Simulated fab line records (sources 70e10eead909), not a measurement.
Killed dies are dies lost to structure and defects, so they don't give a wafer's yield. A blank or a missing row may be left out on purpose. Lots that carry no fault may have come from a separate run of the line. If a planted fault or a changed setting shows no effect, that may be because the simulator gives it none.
Matching of chambers -- flow nand_harc -- 4 sister chambers for NHARC_A_STAIRCASE_DESCUM_11 on rie_diel-06
The step chemistry O2, time 3 s. 4 wafers are shown with their chamber, then 7 later ones without.

WAFERS PAIRED WITH THEIR CHAMBERS
wafer,chamber,showerhead_plenum_p_Torr (Torr)
L075.2,0,1.88
L082.3,3,2.00
L090.2,1,1.98
L090.4,2,1.95

WAFERS MISSING THEIR CHAMBER
wafer,showerhead_plenum_p_Torr (Torr)
L090.6,1.95
L095.3,1.95
L095.5,1.95
L095.6,1.99
L096.1,1.94
L096.4,1.99
L096.6,1.87

EACH ONE'S CHAMBER
wafer,from the rows above,in truth
L090.6,2,2
L095.3,2,2
L095.5,2,2
L095.6,can't be placed: 1 or 3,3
L096.1,2,2
L096.4,can't be placed: 1 or 3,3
L096.6,0,0
5 of 7 placed correctly. Unplaceable from these rows: 2, with the true chamber sitting among the candidates in 2. Placed wrongly: 0.
How it was worked out, from the rows above alone: a wafer's distance from a chamber is the root of the sum, over the readings, of the square of ((its reading less the chamber's mean) divided by the reading's scatter). If the next closest chamber is less than 2 further off than the closest, the wafer can't be placed; otherwise it belongs to the closest. The mean given for a chamber averages the wafers shown for that chamber. The scatter: root of mean squared gap, hidden wafer to nearest shown wafer, with one shown wafer a chamber.
